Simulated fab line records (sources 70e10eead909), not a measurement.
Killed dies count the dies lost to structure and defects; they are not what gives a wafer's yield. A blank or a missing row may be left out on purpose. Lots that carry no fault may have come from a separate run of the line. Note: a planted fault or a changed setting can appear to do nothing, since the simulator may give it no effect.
Chamber matching + flow nand-harc + 4 sister chambers for NHARC_THIN_TSV_DESCUM_14 on rie-diel-02
The step chemistry O2, time 3 s. 16 wafers are shown with their chamber, then 7 later ones without.

== WAFERS, EACH WITH ITS CHAMBER ==
| wafer  | chamber | drypump-motor-current-A (A) | rf-vpp-V (V) | oes-product-au (a.u.) |
|--------|---------|-----------------------------|--------------|-----------------------|
| L211.2 | 0       | 5.4                         | 57.6         | 1.003                 |
| L211.5 | 2       | 5.8                         | 58.3         | 1.012                 |
| L211.6 | 3       | 5.9                         | 57.7         | 1.010                 |
| L212.1 | 3       | 5.9                         | 57.1         | 1.003                 |
| L212.4 | 1       | 6.4                         | 57.5         | 1.000                 |
| L212.5 | 2       | 5.8                         | 59.2         | 1.017                 |
| L218.2 | 2       | 5.8                         | 58.3         | 1.018                 |
| L218.5 | 2       | 5.8                         | 57.8         | 1.009                 |
| L224.3 | 2       | 5.9                         | 58.3         | 1.002                 |
| L224.5 | 1       | 6.4                         | 57.5         | 0.998                 |
| L224.6 | 2       | 5.9                         | 58.2         | 0.982                 |
| L226.1 | 2       | 5.8                         | 56.6         | 0.997                 |
| L226.2 | 1       | 6.4                         | 59.1         | 0.995                 |
| L226.6 | 0       | 5.4                         | 56.8         | 0.993                 |
| L230.1 | 3       | 6.0                         | 58.6         | 1.005                 |
| L230.3 | 0       | 5.5                         | 56.5         | 1.003                 |

SIGNATURES, as means of the wafers listed above
| reading                 | chamber 0 | chamber 1 | chamber 2 | chamber 3 | scatter within a chamber |
|-------------------------|-----------|-----------|-----------|-----------|--------------------------|
| drypump-motor-current-A | 5.433     | 6.400     | 5.829     | 5.933     | 0.048                    |
| rf-vpp-V                | 56.967    | 58.033    | 58.100    | 57.800    | 0.773                    |
| oes-product-au          | 0.99967   | 0.99767   | 1.00529   | 1.00600   | 0.00951                  |
Rule: for a wafer and a chamber, the distance is found by dividing, reading by reading, the gap between the wafer's reading and the chamber's mean by the reading's scatter, squaring, summing and taking the root. If the next closest chamber is less than 2 further off than the closest, the wafer can't be placed; otherwise it belongs to the closest. How the scatter is found: for the shown wafers, subtract from each reading the mean of its chamber, square and add these, divide the total by (wafers less chambers), then take the root.

== WAFERS WHOSE CHAMBER IS MISSING ==
| wafer  | drypump-motor-current-A (A) | rf-vpp-V (V) | oes-product-au (a.u.) |
|--------|-----------------------------|--------------|-----------------------|
| L230.4 | 6.4                         | 57.8         | 0.989                 |
| L231.1 | 5.5                         | 55.7         | 1.004                 |
| L231.3 | 5.9                         | 58.5         | 0.982                 |
| L231.4 | 5.8                         | 56.7         | 0.997                 |
| L229.1 | 5.8                         | 58.6         | 0.990                 |
| L229.4 | 5.5                         | 57.5         | 1.008                 |
| L229.6 | 5.5                         | 58.2         | 0.992                 |

== THE CHAMBER EACH PASSED THROUGH ==
| wafer  | from the rows above     | in truth |
|--------|-------------------------|----------|
| L230.4 | 1                       | 1        |
| L231.1 | 0                       | 0        |
| L231.3 | can't be placed: 3 or 2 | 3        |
| L231.4 | can't be placed: 2 or 3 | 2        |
| L229.1 | can't be placed: 2 or 3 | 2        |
| L229.4 | 0                       | 0        |
| L229.6 | 0                       | 0        |
Correct placement for 4 of the 7. Unplaceable from these rows: 3, with the true chamber sitting among the candidates in 3. Wrongly placed: 0.
